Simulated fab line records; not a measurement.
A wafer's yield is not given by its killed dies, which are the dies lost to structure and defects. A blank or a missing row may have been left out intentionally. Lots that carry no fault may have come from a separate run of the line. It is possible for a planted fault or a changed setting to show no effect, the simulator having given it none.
Which tool is to blame?    flow nand-harc    Sampling: 12 lots, 36 wafers, 5 of 1302 route steps

== WHAT THE GAUGES SHOWED, per wafer ==
NHARC_P_ZERO_WELL_CD_MEAS_37 targets a cd of 720 nm. Usual: cd-nm 720.0 nm, standard deviation 1.6.
lot   measured      on         cd-nm (nm)         flag
L705  day 2 00:12   cd-sem-02  718.4 719.3 719.6  
L709  day 3 16:14   cd-sem-01  719.9 718.9 718.4  
L711  day 4 12:41   cd-sem-02  722.4 719.6 720.4  
L713  day 5 08:16   cd-sem-03  720.6 721.1 720.2  
L714  day 5 18:10   cd-sem-01  719.6 720.5 719.1  
L716  day 6 14:14   cd-sem-01  718.1 718.3 721.9  
L721  day 8 15:52   cd-sem-01  722.0 719.0 719.2  
L724  day 9 22:05   cd-sem-01  717.7 721.4 718.0  
L725  day 10 10:58  cd-sem-01  722.1 722.2 722.0  
L726  day 10 18:12  cd-sem-02  719.3 719.9 717.6  
L727  day 11 04:02  cd-sem-02  720.3 722.3 721.4  
L728  day 11 14:10  cd-sem-03  717.8 718.1 720.8  

NHARC_P_ZERO_WELL_CD_MEAS_52 targets a cd of 2000 nm. Usual: cd-nm 2000.3 nm, standard deviation 1.8.
lot   measured      on         cd-nm (nm)                                 flag
L705  day 2 02:17   cd-sem-01  1998.8 2000.2 1997.9                       
L709  day 3 17:52   cd-sem-02  2000.9 1999.0 1996.8                       
L711  day 4 14:12   cd-sem-03  1998.9 1998.7 2000.3                       
L713  day 5 09:47   cd-sem-02  1998.5 2003.5 2003.7                       
L714  day 5 19:40   cd-sem-02  1979.0 1981.1 1980.9 1979.5 1981.5 1980.4  OFF
L716  day 6 15:46   cd-sem-01  1998.8 2000.5 1998.3                       
L721  day 8 17:23   cd-sem-01  1999.0 1996.8 2001.0                       
L724  day 9 23:44   cd-sem-02  2000.0 2001.1 1996.0                       
L725  day 10 12:28  cd-sem-03  1997.1 1998.7 2000.7                       
L726  day 10 19:43  cd-sem-03  1998.2 1999.9 2001.3                       
L727  day 11 05:40  cd-sem-01  2001.1 1998.5 2001.1                       
L728  day 11 15:48  cd-sem-03  2002.7 2002.2 2000.4                       

== TOOL THAT RAN EACH LOT (tool first, then ch and the chambers of the sampled wafers, then the start) ==
lot   NHARC_P_ZERO_WELL_ETCH_62                      NHARC_P_ZERO_WELL_ETCH_63         NHARC_P_ZERO_WELL_EXPOSE_49
L705  rie-diel-03 ch 0,1,2, day 1 21:46 or earlier   rie-si-02 ch 1,2,3, day 1 21:46   krf-scanner-04 ch 0, day 2 02:07
L709  rie-diel-11 ch 1,2,3, day 3 13:39 or earlier   rie-si-02 ch 0,1,3, day 3 13:39   krf-scanner-01 ch 0, day 3 17:43
L711  rie-diel-03 ch 0,2, day 4 09:32 or earlier     rie-si-02 ch 1,3, day 4 09:32     krf-scanner-02 ch 0, day 4 14:03
L713  rie-diel-03 ch 0,2, day 5 05:43 or earlier     rie-si-01 ch 2,3, day 5 05:43     krf-scanner-01 ch 0, day 5 09:38
L714  rie-diel-02 ch 0,1,3, day 5 15:45 or earlier   rie-si-02 ch 0,1,3, day 5 15:45   krf-scanner-01 ch 0, day 5 19:31
L716  rie-diel-03 ch 0,2,3, day 6 11:41 or earlier   rie-si-01 ch 0,2,3, day 6 11:41   krf-scanner-04 ch 0, day 6 15:36
L721  rie-diel-02 ch 0,2, day 8 13:34 or earlier     rie-si-06 ch 1,2, day 8 13:34     krf-scanner-02 ch 0, day 8 17:13
L724  rie-diel-02 ch 1,2,3, day 9 19:40 or earlier   rie-si-06 ch 0,1,3, day 9 19:40   krf-scanner-01 ch 0, day 9 23:35
L725  rie-diel-11 ch 0,2, day 10 05:43 or earlier    rie-si-06 ch 0,3, day 10 05:43    krf-scanner-01 ch 0, day 10 12:19
L726  rie-diel-02 ch 0,1,3, day 10 15:41 or earlier  rie-si-01 ch 1,2,3, day 10 15:41  krf-scanner-01 ch 0, day 10 19:34
L727  rie-diel-11 ch 1,3, day 11 01:43 or earlier    rie-si-02 ch 0,2,3, day 11 01:43  krf-scanner-04 ch 0, day 11 05:31
L728  rie-diel-11 ch 0,1,3, day 11 11:40 or earlier  rie-si-02 ch 1,3, day 11 11:40    krf-scanner-02 ch 0, day 11 15:38
- NHARC_P_ZERO_WELL_ETCH_62: etches the open film in CHF3/Ar, target depth 13 nm, time 6.5 s.
- NHARC_P_ZERO_WELL_ETCH_63: etches the open film in HBr/Cl2, target depth 120 nm, time 40.1 s.
- NHARC_P_ZERO_WELL_EXPOSE_49: exposes mask P HVPW, target cd 2000 nm.

== WHAT THE TOOLS THEMSELVES READ (means of the sampled wafers that have a number; where no wafer has one, the mark that the record gives instead) ==
NHARC_P_ZERO_WELL_ETCH_62. Usual: chamber-pressure-mTorr 25.004 mTorr, standard deviation 0.021; drypump-motor-current-A 5.6 A, standard deviation 0.44; oes-product-au 0.957 a.u., standard deviation 0.016; rf-vpp-V 369.7 V, standard deviation 1.9; showerhead-plenum-p-Torr 2.31 Torr, standard deviation 0.076; throttle-valve-pct 20.217 %, standard deviation 0.008.
lot   tool         chamber-pressure-mTorr (mTorr)  drypump-motor-current-A (A)  oes-product-au (a.u.)  rf-vpp-V (V)  showerhead-plenum-p-Torr (Torr)  throttle-valve-pct (%)  flag
L705  rie-diel-03  25.020                          5.8                          0.949                  370.8         2.33                             20.217                  
L709  rie-diel-11  25.012                          5.6                          0.971                  369.5         2.27                             20.212                  
L711  rie-diel-03  24.996                          5.9                          0.966                  371.5         2.38                             20.212                  
L713  rie-diel-03  24.990                          5.7                          0.946                  371.3         2.38                             20.226                  
L714  rie-diel-02  25.029                          5.5                          0.940                  369.0         2.30                             20.211                  
L716  rie-diel-03  25.004                          5.6                          0.972                  371.3         2.36                             20.224                  
L721  rie-diel-02  25.015                          5.1                          0.951                  372.2         2.38                             20.212                  
L724  rie-diel-02  24.991                          5.4                          0.954                  368.9         2.28                             20.211                  
L725  rie-diel-11  25.013                          6.0                          0.951                  370.3         2.30                             20.217                  
L726  rie-diel-02  24.980                          5.5                          0.965                  372.6         2.41                             20.217                  
L727  rie-diel-11  25.014                          5.7                          0.965                  367.6         2.22                             20.214                  
L728  rie-diel-11  24.989                          5.9                          0.975                  367.8         2.25                             20.216                  

NHARC_P_ZERO_WELL_ETCH_63. Usual: chamber-pressure-mTorr 14.998 mTorr, standard deviation 0.012; drypump-motor-current-A 5.9 A, standard deviation 0.36; oes-product-au 0.998 a.u., standard deviation 0.0093; throttle-valve-pct 26.406 %, standard deviation 0.0094.
lot   tool       chamber-pressure-mTorr (mTorr)  drypump-motor-current-A (A)  oes-product-au (a.u.)  throttle-valve-pct (%)  flag
L705  rie-si-02  14.993                          5.8                          0.994                  26.394                  
L709  rie-si-02  15.002                          5.8                          0.999                  26.399                  
L711  rie-si-02  15.012                          5.8                          1.004                  26.403                  
L713  rie-si-01  14.999                          5.7                          0.992                  26.416                  
L714  rie-si-02  14.991                          5.9                          0.988                  26.401                  
L716  rie-si-01  15.002                          5.8                          0.994                  26.410                  
L721  rie-si-06  14.993                          6.1                          1.004                  26.404                  
L724  rie-si-06  14.999                          6.0                          1.001                  26.398                  
L725  rie-si-06  15.002                          6.0                          1.003                  26.410                  
L726  rie-si-01  14.992                          5.8                          1.004                  26.408                  
L727  rie-si-02  14.995                          5.9                          1.000                  26.407                  
L728  rie-si-02  14.995                          6.0                          1.000                  26.412                  

== THE ANSWER, worked out from the rows above alone ==
Rule: lot off if the mean of its wafers having a number is beyond 3 standard deviations from the usual mean. A lot without any number at a reading at which 4 lots or more have one is off too. The other lots that the step has rows for count as sound. First the gauges in route order, then the tools' own readings, where a lot's mean is used as printed above. The first step at which some lot is off is used, and at that step the reading that is off furthest; a lot without a number counts as furthest.
Off, at NHARC_P_ZERO_WELL_CD_MEAS_52 on cd-nm: L714.
A tool fits if, at a process step before that reading, it ran every lot that is off, and no sound lot after the first of them. Those tools and the gauges at NHARC_P_ZERO_WELL_CD_MEAS_52 are tried in the same way. With no start given for some of its lots, NHARC_P_ZERO_WELL_ETCH_62 uses the hours and lot order of NHARC_P_ZERO_WELL_ETCH_63. Of those tried, none fits.

== WHAT THE SIMULATOR HAD INSERTED ==
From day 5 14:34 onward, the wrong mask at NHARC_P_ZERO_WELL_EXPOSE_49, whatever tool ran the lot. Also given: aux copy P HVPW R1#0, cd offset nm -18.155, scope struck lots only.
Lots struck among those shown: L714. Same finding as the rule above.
